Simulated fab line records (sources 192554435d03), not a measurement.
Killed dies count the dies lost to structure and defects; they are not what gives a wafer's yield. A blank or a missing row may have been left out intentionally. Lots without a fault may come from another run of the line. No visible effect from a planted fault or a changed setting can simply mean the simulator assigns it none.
Code-filled problem report in 8D (eight disciplines) form / flow n5 finfet / the parts of the form that need people (team, actions taken, sign-off) are left out

1. WHAT WENT WRONG
spin speed rpm at N5_BEOL_M15_COAT_60 reads a mean of 1400.7 rpm on 6 wafers of 2 lots; wafers without a fault read 1500.1 rpm with a standard deviation of 1. So: -99 or more standard deviations from the usual mean.
The step: time 60 s, resist thk 89 nm.
First seen on wafer L310.3, day 14 20:11, on litho track-03. At this step, 18 wafers from 6 lots have a number in the record. The rule behind "out" and "out of limits": a value lying over 4 standard deviations away from the usual mean. The rest of the wafers with a number are treated as sound.

2. WHAT IT IS; WHAT IT IS NOT
question=which readings at this step | is=spin speed rpm | is not=exhaust pa
question=which lots | is=L310, L313 | is not=L299, L308, L316, L317
question=which wafers of those lots | is=all that have a number | is not=-
question=read on which tools | is=litho track-03 | is not=litho track-01, litho track-02
question=when | is=from day 14 20:11 | is not=up to then (6 sound wafers); but 6 sound wafers of L316, L317 came after

3. SUSPECTS, AND WHAT RULES EACH OUT
Counting: a tool at any process step up to the reading remains a suspect when it ran all the lots that are out and ran no sound lot after the first of those.
- litho track-03 at N5_BEOL_M15_COAT_60 (time 60 s, resist thk 89 nm): kept. It processed each lot that is out, first L310 at day 14 20:11, and no sound lot thereafter; up to then, the last sound lot it processed was L308 at day 13 22:04. Its own spin speed rpm readings are out on those wafers.
Remaining after the count: litho track-03 at N5_BEOL_M15_COAT_60.

4. THE CAUSE (what the simulator had put in)
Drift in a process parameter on litho track-03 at N5_BEOL_M15_COAT_60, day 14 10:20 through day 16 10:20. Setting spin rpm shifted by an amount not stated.
Only this tool survived the counting.

5. THE EFFECT CHAIN, in route order
Each row: a reading whose mean over the struck wafers that have a number lies more than 3 standard deviations from the usual. Readings are gone through only where the record gives a usual standard deviation; hours: the median, over the lots, of the time from a lot's start at the first step in this table giving one to that lot's start at this step; sigmas: the change measured in usual standard deviations.
hours=0; step=N5_BEOL_M15_COAT_60; reading=spin speed rpm; usual=1500.1 rpm; on struck wafers=1400.7; change=-99.4; sigmas=-99 or more
Process steps it contains:
- N5_BEOL_M15_COAT_60: time 60 s, resist thk 89 nm.
Later steps that measure or inspect, where all struck wafers having a row at the step show a number for every such reading and not one has moved that far: N5_BEOL_M15_CD_MEAS_28, N5_BEOL_M15_OVL_MEAS_29, N5_BEOL_M15_INSPECT_30.

6. HOW IT WOULD HAVE BEEN CAUGHT EARLIER
10 hours passed between the start of the fault at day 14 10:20 and the first reading out of limits in this record, taken at day 14 20:11.
